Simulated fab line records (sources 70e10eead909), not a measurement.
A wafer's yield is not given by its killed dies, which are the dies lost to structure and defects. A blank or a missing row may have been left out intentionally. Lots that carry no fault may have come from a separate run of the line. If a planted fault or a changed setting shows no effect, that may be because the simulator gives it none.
Code-filled problem report in 8D (eight disciplines) form    flow nand harc    the parts of the form that need people (team, actions taken, sign-off) are left out

## 1. THE ISSUE
At NHARC_P_STI_CD_MEAS_09, cd nm averages 183.2 nm over 6 wafers from 2 lots, while fault-free wafers read 199.8 nm, standard deviation 1.5. That puts it -11 standard deviations away from the usual mean.
The step: target cd 200 nm.
First observed at day 7 21:07: wafer L800.2, on cd sem-03. The record has a number at this step for 33 wafers belonging to 11 lots. Rule for "out", or "out of limits": more than 4 standard deviations from the usual mean. The rest of the wafers with a number are treated as sound.

## 2. WHAT IT IS; WHAT IT IS NOT
question                     is                      is not
which readings at this step  cd nm                   -
which lots                   L800, L802              L789, L791, L793, L794, L797, L798, L807, L809, L810
which wafers of those lots   all that have a number  -
read on which gauges         cd sem-02, cd sem-03    cd sem-01
when                         from day 7 21:07        up to then (18 sound wafers); but 9 sound wafers of L807, L809, L810 came after

## 3. WHAT RULES OUT EACH SUSPECT
Counting: a tool at a process step up to the reading stays a suspect if it ran every lot that is out and no sound lot after the first of them.
- the gauge at NHARC_P_STI_CD_MEAS_09 is ruled out. The wafers that are out were read on 2 gauges (cd sem-02, cd sem-03).
- litho track-03 at NHARC_P_STI_SOFTBAKE_04 (time 70 s): kept. It ran every lot that is out, first L800 (day 7 20:00), and no sound lot after that; its last sound lot up to then is L798 (day 6 22:00). Its own readings are out on those wafers: heater power total W.
Remaining after the count: litho track-03 at NHARC_P_STI_SOFTBAKE_04.

## 4. THE CAUSE (what the simulator had put in)
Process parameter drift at NHARC_P_STI_SOFTBAKE_04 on litho track-03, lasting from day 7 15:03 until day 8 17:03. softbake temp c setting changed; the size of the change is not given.
The count eliminated every tool but this one.

## 5. THE EFFECT CHAIN, in route order
Rows list readings where the struck wafers' mean (over those with a number) sits beyond 3 standard deviations from the usual. Readings are gone through only where the record gives a usual standard deviation; hours: the median, over the lots, of the time from a lot's start at the first step in this table giving one to that lot's start at this step; sigmas: the change measured in usual standard deviations.
hours  step                     reading               usual     on struck wafers  change  sigmas
0      NHARC_P_STI_SOFTBAKE_04  heater power total W  201.0 W   180.8             -20.2   -14
1      NHARC_P_STI_CD_MEAS_09   cd nm                 199.8 nm  183.2             -16.6   -11
2      NHARC_P_STI_OCD_MEAS_17  trench foot cd nm     157.8 nm  141.4             -16.4   -10
Here are the process steps it includes:
- NHARC_P_STI_SOFTBAKE_04: time 70 s.
Later steps that measure or inspect, where all struck wafers having a row at the step show a number for every such reading and not one has moved that far: NHARC_P_GATE_CD_MEAS_33, NHARC_END_SORT_01.

## 6. HOW IT WOULD HAVE BEEN CAUGHT EARLIER
Counted from the fault's start at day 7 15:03, it took 6 hours until the first out-of-limits reading at a measuring or inspecting step in this record, taken at day 7 21:07.
Tool's own readings at NHARC_P_STI_SOFTBAKE_04, heater power total W: out on all struck wafers the step has rows for; an alarm limit on them would have tripped on the first.
Of the lots that are out (2), L802 began NHARC_P_STI_SOFTBAKE_04 on litho track-03 after day 7 21:07. A tool hold placed at that time would have kept it from harm.
